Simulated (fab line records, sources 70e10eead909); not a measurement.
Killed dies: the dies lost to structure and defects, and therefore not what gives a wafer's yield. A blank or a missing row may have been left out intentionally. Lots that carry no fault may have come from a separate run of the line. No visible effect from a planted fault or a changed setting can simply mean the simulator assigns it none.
Which tool was responsible? + flow nand_harc + 72 wafers from 24 lots sampled at 6 of the route's 1302 steps

WHAT THE GAUGES READ, wafer by wafer
NHARC_P_M0_INSPECT_11. Usual: raw_defect_count at 4.2, with a standard deviation of 2.5.
| lot  | measured     | on                | raw_defect_count | flag |
|------|--------------|-------------------|------------------|------|
| L074 | day 6 01:34  | defect_inspect-02 | 3 0 0            |      |
| L075 | day 6 13:40  | defect_inspect-02 | 1 5 4            |      |
| L076 | day 6 23:02  | defect_inspect-02 | 2 2 3            |      |
| L077 | day 7 12:13  | defect_inspect-02 | 3 8 1            |      |
| L078 | day 7 16:20  | defect_inspect-02 | 3 3 4            |      |
| L079 | day 8 08:17  | defect_inspect-01 | 2 3 7            |      |
| L080 | day 8 09:20  | defect_inspect-01 | 2 8 8            |      |
| L081 | day 9 00:59  | defect_inspect-02 | 3 0 5            |      |
| L082 | day 9 11:56  | defect_inspect-02 | 4 1 5            |      |
| L083 | day 9 17:32  | defect_inspect-01 | 4 2 6            |      |
| L084 | day 10 00:53 | defect_inspect-02 | 5 9 6            |      |
| L085 | day 10 18:31 | defect_inspect-01 | 5 1 5            |      |
| L086 | day 11 02:16 | defect_inspect-02 | 4 1 7            |      |
| L087 | day 11 07:27 | defect_inspect-01 | 3 0 1            |      |
| L089 | day 12 04:37 | defect_inspect-01 | 8 8 9            |      |
| L088 | day 12 05:17 | defect_inspect-01 | 2 0 5            |      |
| L090 | day 12 21:29 | defect_inspect-02 | 4 6 4            |      |
| L092 | day 13 11:46 | defect_inspect-02 | 5 4 4            |      |
| L091 | day 13 18:41 | defect_inspect-01 | 7 6 5            |      |
| L093 | day 14 01:08 | defect_inspect-01 | 2 6 6            |      |
| L094 | day 14 10:20 | defect_inspect-02 | 5 6 5            |      |
| L095 | day 14 14:34 | defect_inspect-02 | 7 6 6            |      |
| L096 | day 15 09:14 | defect_inspect-01 | 7 4 13           |      |
| L097 | day 15 12:59 | defect_inspect-02 | 5 5 2            |      |

NHARC_P_M1_INSPECT_11. Usual: raw_defect_count at 4.4, with a standard deviation of 2.4.
| lot  | measured     | on                | raw_defect_count | flag |
|------|--------------|-------------------|------------------|------|
| L074 | day 6 05:38  | defect_inspect-01 | 5 3 2            |      |
| L075 | day 6 17:41  | defect_inspect-02 | 3 5 7            |      |
| L076 | day 7 03:20  | defect_inspect-01 | 6 5 5            |      |
| L077 | day 7 16:17  | defect_inspect-01 | 4 10 3           |      |
| L078 | day 7 20:17  | defect_inspect-01 | 6 3 5            |      |
| L079 | day 8 12:19  | defect_inspect-02 | 3 2 6            |      |
| L080 | day 8 13:20  | defect_inspect-02 | 5 7 3            |      |
| L081 | day 9 05:00  | defect_inspect-02 | 4 1 6            |      |
| L082 | day 9 16:02  | defect_inspect-02 | 2 2 2            |      |
| L083 | day 9 21:38  | defect_inspect-01 | 2 3 5            |      |
| L084 | day 10 04:50 | defect_inspect-01 | 9 14 7           |      |
| L085 | day 10 22:37 | defect_inspect-01 | 0 2 0            |      |
| L086 | day 11 06:22 | defect_inspect-01 | 4 2 3            |      |
| L087 | day 11 11:50 | defect_inspect-02 | 3 3 2            |      |
| L089 | day 12 08:31 | defect_inspect-01 | 8 7 9            |      |
| L088 | day 12 09:20 | defect_inspect-01 | 6 1 5            |      |
| L090 | day 13 01:33 | defect_inspect-01 | 3 5 5            |      |
| L092 | day 13 15:42 | defect_inspect-02 | 5 3 8            |      |
| L091 | day 13 22:37 | defect_inspect-01 | 5 5 6            |      |
| L093 | day 14 05:22 | defect_inspect-02 | 2 3 5            |      |
| L094 | day 14 14:39 | defect_inspect-02 | 2 1 2            |      |
| L095 | day 14 18:29 | defect_inspect-01 | 7 3 5            |      |
| L096 | day 15 13:11 | defect_inspect-02 | 6 4 10           |      |
| L097 | day 15 17:13 | defect_inspect-01 | 4 5 3            |      |

NHARC_P_M2_CD_MEAS_16. Usual: cd_nm at 169.7 nm, with a standard deviation of 1.3.
| lot  | measured     | on        | cd_nm (nm)        | flag |
|------|--------------|-----------|-------------------|------|
| L074 | day 6 10:28  | cd_sem-03 | 170.7 167.4 169.8 |      |
| L075 | day 6 22:33  | cd_sem-02 | 170.8 173.1 170.0 |      |
| L076 | day 7 07:54  | cd_sem-03 | 168.6 169.1 169.9 |      |
| L077 | day 7 20:58  | cd_sem-02 | 170.1 169.1 168.2 |      |
| L078 | day 8 00:39  | cd_sem-03 | 172.2 170.7 171.8 |      |
| L079 | day 8 16:44  | cd_sem-03 | 170.1 168.4 168.5 |      |
| L080 | day 8 17:51  | cd_sem-03 | 168.5 169.5 168.8 |      |
| L081 | day 9 09:23  | cd_sem-03 | 172.1 170.7 171.2 |      |
| L082 | day 9 20:30  | cd_sem-02 | 172.7 171.6 171.9 |      |
| L083 | day 10 02:01 | cd_sem-03 | 167.9 168.5 169.5 |      |
| L084 | day 10 09:22 | cd_sem-02 | 170.9 171.9 172.0 |      |
| L085 | day 11 03:08 | cd_sem-02 | 169.4 167.6 170.1 |      |
| L086 | day 11 10:55 | cd_sem-02 | 168.3 170.4 171.0 |      |
| L087 | day 11 16:27 | cd_sem-02 | 170.3 170.9 172.2 |      |
| L089 | day 12 13:02 | cd_sem-02 | 170.0 170.1 169.5 |      |
| L088 | day 12 13:53 | cd_sem-02 | 170.0 168.8 168.3 |      |
| L090 | day 13 06:04 | cd_sem-03 | 169.1 170.3 168.3 |      |
| L092 | day 13 20:16 | cd_sem-01 | 169.7 171.1 172.0 |      |
| L091 | day 14 03:38 | cd_sem-01 | 169.6 171.4 171.1 |      |
| L093 | day 14 10:02 | cd_sem-02 | 169.6 168.6 170.4 |      |
| L094 | day 14 19:02 | cd_sem-03 | 169.4 169.5 167.7 |      |
| L095 | day 14 22:58 | cd_sem-01 | 169.0 167.8 168.6 |      |
| L096 | day 15 17:51 | cd_sem-02 | 168.4 168.6 170.1 |      |
| L097 | day 15 21:43 | cd_sem-03 | 168.5 170.3 169.1 |      |

WHICH TOOL RAN EACH LOT (tool, then ch and the chambers of the sampled wafers, then the start)
| lot  | NHARC_P_M0_CMP_23             | NHARC_P_M1_PRE_CLEAN_30                 | NHARC_P_M2_ETCH_15                            |
|------|-------------------------------|-----------------------------------------|-----------------------------------------------|
| L074 | cmp-01 ch 0,1,2, day 6 03:37  | pvd_sputter-02, day 6 10:28 or earlier  | rie_diel-05 ch 1,2,3, day 6 10:28 or earlier  |
| L075 | cmp-03 ch 0,1,3, day 6 15:45  | pvd_sputter-02, day 6 22:33 or earlier  | rie_diel-08 ch 1,2,3, day 6 22:33 or earlier  |
| L076 | cmp-02 ch 0,1,2, day 7 01:29  | pvd_sputter-03, day 7 07:54 or earlier  | rie_diel-08 ch 1,2,3, day 7 07:54 or earlier  |
| L077 | cmp-02 ch 0,2,3, day 7 14:21  | pvd_sputter-02, day 7 20:58 or earlier  | rie_diel-05 ch 0,1, day 7 20:58 or earlier    |
| L078 | cmp-02 ch 1,2,3, day 7 18:24  | pvd_sputter-02, day 8 00:39 or earlier  | rie_diel-06 ch 1,2,3, day 8 00:39 or earlier  |
| L079 | cmp-01 ch 2,3, day 8 10:22    | pvd_sputter-01, day 8 16:44 or earlier  | rie_diel-05 ch 0,1, day 8 16:44 or earlier    |
| L080 | cmp-02 ch 2,3, day 8 11:28    | pvd_sputter-03, day 8 17:51 or earlier  | rie_diel-05 ch 1,2,3, day 8 17:51 or earlier  |
| L081 | cmp-03 ch 0,2,3, day 9 03:08  | pvd_sputter-02, day 9 09:23 or earlier  | rie_diel-06 ch 2,3, day 9 09:23 or earlier    |
| L082 | cmp-01 ch 1,2,3, day 9 14:07  | pvd_sputter-02, day 9 20:30 or earlier  | rie_diel-05 ch 0,2,3, day 9 20:30 or earlier  |
| L083 | cmp-03 ch 0,1,2, day 9 19:40  | pvd_sputter-01, day 10 02:01 or earlier | rie_diel-08 ch 1,3, day 10 02:01 or earlier   |
| L084 | cmp-03 ch 1,2,3, day 10 03:01 | pvd_sputter-03, day 10 09:22 or earlier | rie_diel-05 ch 1,2,3, day 10 09:22 or earlier |
| L085 | cmp-02 ch 0,2, day 10 20:39   | pvd_sputter-01, day 11 03:08 or earlier | rie_diel-08 ch 1,3, day 11 03:08 or earlier   |
| L086 | cmp-03 ch 0,1,2, day 11 04:21 | pvd_sputter-03, day 11 10:55 or earlier | rie_diel-08 ch 0,1,2, day 11 10:55 or earlier |
| L087 | cmp-01 ch 1,2,3, day 11 09:47 | pvd_sputter-02, day 11 16:27 or earlier | rie_diel-06 ch 1,2, day 11 16:27 or earlier   |
| L089 | cmp-01 ch 0,1,2, day 12 06:44 | pvd_sputter-01, day 12 13:02 or earlier | rie_diel-05 ch 0,3, day 12 13:02 or earlier   |
| L088 | cmp-01 ch 0,1, day 12 07:28   | pvd_sputter-03, day 12 13:53 or earlier | rie_diel-08 ch 2,3, day 12 13:53 or earlier   |
| L090 | cmp-03 ch 0,1,2, day 12 23:34 | pvd_sputter-03, day 13 06:04 or earlier | rie_diel-08 ch 0,1,2, day 13 06:04 or earlier |
| L092 | cmp-03 ch 1,2,3, day 13 13:53 | pvd_sputter-02, day 13 20:16 or earlier | rie_diel-08 ch 2,3, day 13 20:16 or earlier   |
| L091 | cmp-02 ch 0,3, day 13 20:44   | pvd_sputter-02, day 14 03:38 or earlier | rie_diel-05 ch 1,2, day 14 03:38 or earlier   |
| L093 | cmp-03 ch 0,1, day 14 03:14   | pvd_sputter-02, day 14 10:02 or earlier | rie_diel-08 ch 2,3, day 14 10:02 or earlier   |
| L094 | cmp-01 ch 0,1,2, day 14 12:24 | pvd_sputter-03, day 14 19:02 or earlier | rie_diel-05 ch 0,2,3, day 14 19:02 or earlier |
| L095 | cmp-01 ch 0,3, day 14 16:38   | pvd_sputter-02, day 14 22:58 or earlier | rie_diel-08 ch 0,1,3, day 14 22:58 or earlier |
| L096 | cmp-02 ch 1,2, day 15 11:19   | pvd_sputter-01, day 15 17:51 or earlier | rie_diel-05 ch 1,2, day 15 17:51 or earlier   |
| L097 | cmp-02 ch 0,2,3, day 15 15:09 | pvd_sputter-02, day 15 21:43 or earlier | rie_diel-06 ch 1,2,3, day 15 21:43 or earlier |
- NHARC_P_M0_CMP_23: polishes, t overpolish 20 s, target thk 117.54 nm.
- NHARC_P_M1_PRE_CLEAN_30: time 30 s.
- NHARC_P_M2_ETCH_15: etches the open film in C4F8/Ar, target depth 182.5 nm, time 91.2 s.

WHAT THE TOOLS THEMSELVES READ (means of the sampled wafers that have a number; where no wafer has one, the mark that the record gives instead)
NHARC_P_M0_CMP_23. Usual: motor_current_A 11.8 A, standard deviation 1.2; time_to_endpoint_s 30 s, standard deviation 4.1.
| lot  | tool   | motor_current_A (A) | time_to_endpoint_s (s) | flag |
|------|--------|---------------------|------------------------|------|
| L074 | cmp-01 | 13.2                | 31                     |      |
| L075 | cmp-03 | 11.0                | 29                     |      |
| L076 | cmp-02 | 11.7                | 27                     |      |
| L077 | cmp-02 | 10.8                | 27                     |      |
| L078 | cmp-02 | 12.0                | 29                     |      |
| L079 | cmp-01 | 12.2                | 29                     |      |
| L080 | cmp-02 | 11.0                | 29                     |      |
| L081 | cmp-03 | 11.1                | 28                     |      |
| L082 | cmp-01 | 12.9                | 32                     |      |
| L083 | cmp-03 | 11.7                | 30                     |      |
| L084 | cmp-03 | 11.4                | 28                     |      |
| L085 | cmp-02 | 10.4                | 30                     |      |
| L086 | cmp-03 | 12.2                | 30                     |      |
| L087 | cmp-01 | 13.0                | 30                     |      |
| L089 | cmp-01 | 12.9                | 34                     |      |
| L088 | cmp-01 | 13.3                | 31                     |      |
| L090 | cmp-03 | 11.3                | 31                     |      |
| L092 | cmp-03 | 11.2                | 30                     |      |
| L091 | cmp-02 | 11.0                | 30                     |      |
| L093 | cmp-03 | 11.5                | 35                     |      |
| L094 | cmp-01 | 13.1                | 29                     |      |
| L095 | cmp-01 | 12.7                | 27                     |      |
| L096 | cmp-02 | 12.6                | 34                     |      |
| L097 | cmp-02 | 10.7                | 32                     |      |

NHARC_P_M1_PRE_CLEAN_30. Usual: heater_power_w at 403 W, with a standard deviation of 33.
| lot  | tool           | heater_power_w (W) | flag |
|------|----------------|--------------------|------|
| L074 | pvd_sputter-02 | 400                |      |
| L075 | pvd_sputter-02 | 401                |      |
| L076 | pvd_sputter-03 | 394                |      |
| L077 | pvd_sputter-02 | 404                |      |
| L078 | pvd_sputter-02 | 395                |      |
| L079 | pvd_sputter-01 | 402                |      |
| L080 | pvd_sputter-03 | 416                |      |
| L081 | pvd_sputter-02 | 396                |      |
| L082 | pvd_sputter-02 | 414                |      |
| L083 | pvd_sputter-01 | 398                |      |
| L084 | pvd_sputter-03 | 414                |      |
| L085 | pvd_sputter-01 | 369                |      |
| L086 | pvd_sputter-03 | 419                |      |
| L087 | pvd_sputter-02 | 398                |      |
| L089 | pvd_sputter-01 | 394                |      |
| L088 | pvd_sputter-03 | 396                |      |
| L090 | pvd_sputter-03 | 419                |      |
| L092 | pvd_sputter-02 | 426                |      |
| L091 | pvd_sputter-02 | 431                |      |
| L093 | pvd_sputter-02 | 419                |      |
| L094 | pvd_sputter-03 | 398                |      |
| L095 | pvd_sputter-02 | 405                |      |
| L096 | pvd_sputter-01 | 415                |      |
| L097 | pvd_sputter-02 | 401                |      |

NHARC_P_M2_ETCH_15. Usual: chamber_pressure_mTorr 25.00 mTorr, standard deviation 0.034; oes_product_au 0.946 a.u., standard deviation 0.022; rf_vpp_V 440.4 V, standard deviation 2.3.
| lot  | tool        | chamber_pressure_mTorr (mTorr) | oes_product_au (a.u.) | rf_vpp_V (V) | flag |
|------|-------------|--------------------------------|-----------------------|--------------|------|
| L074 | rie_diel-05 | 24.99                          | 0.976                 | 440.4        |      |
| L075 | rie_diel-08 | 25.01                          | 0.939                 | 439.8        |      |
| L076 | rie_diel-08 | 25.01                          | 0.934                 | 440.4        |      |
| L077 | rie_diel-05 | 25.00                          | 0.948                 | 440.4        |      |
| L078 | rie_diel-06 | 24.99                          | 0.958                 | 440.9        |      |
| L079 | rie_diel-05 | 24.98                          | 0.917                 | 440.3        |      |
| L080 | rie_diel-05 | 25.01                          | 0.927                 | 439.8        |      |
| L081 | rie_diel-06 | 24.99                          | 0.935                 | 441.1        |      |
| L082 | rie_diel-05 | 25.02                          | 0.941                 | 439.8        |      |
| L083 | rie_diel-08 | 25.01                          | 0.979                 | 439.3        |      |
| L084 | rie_diel-05 | 25.00                          | 0.979                 | 438.9        |      |
| L085 | rie_diel-08 | 24.99                          | 0.958                 | 438.7        |      |
| L086 | rie_diel-08 | 25.03                          | 0.934                 | 441.0        |      |
| L087 | rie_diel-06 | 25.00                          | 0.937                 | 440.1        |      |
| L089 | rie_diel-05 | 25.00                          | 0.970                 | 439.2        |      |
| L088 | rie_diel-08 | 24.99                          | 0.923                 | 439.7        |      |
| L090 | rie_diel-08 | 24.98                          | 0.932                 | 441.1        |      |
| L092 | rie_diel-08 | 24.99                          | 0.927                 | 440.3        |      |
| L091 | rie_diel-05 | 24.99                          | 0.947                 | 440.6        |      |
| L093 | rie_diel-08 | 25.01                          | 0.935                 | 441.0        |      |
| L094 | rie_diel-05 | 25.09                          | 0.966                 | 440.4        |      |
| L095 | rie_diel-08 | 24.97                          | 0.932                 | 440.4        |      |
| L096 | rie_diel-05 | 25.01                          | 0.991                 | 441.3        |      |
| L097 | rie_diel-06 | 24.98                          | 0.928                 | 439.7        |      |

THE ANSWER, worked out from the rows above alone
Rule: a lot counts as off when the mean over its wafers that have a number is more than 3 standard deviations away from the usual mean. A lot without any number at a reading at which 4 lots or more have one is off too. The other lots that the step has rows for count as sound. First the gauges in route order, then the tools' own readings, where a lot's mean is used as printed above. The first step at which some lot is off is used, and at that step the reading that is off furthest; a lot without a number counts as furthest.
No lot is off at any reading shown: from this, nothing can be told.

WHAT THE SIMULATOR HAD INSERTED
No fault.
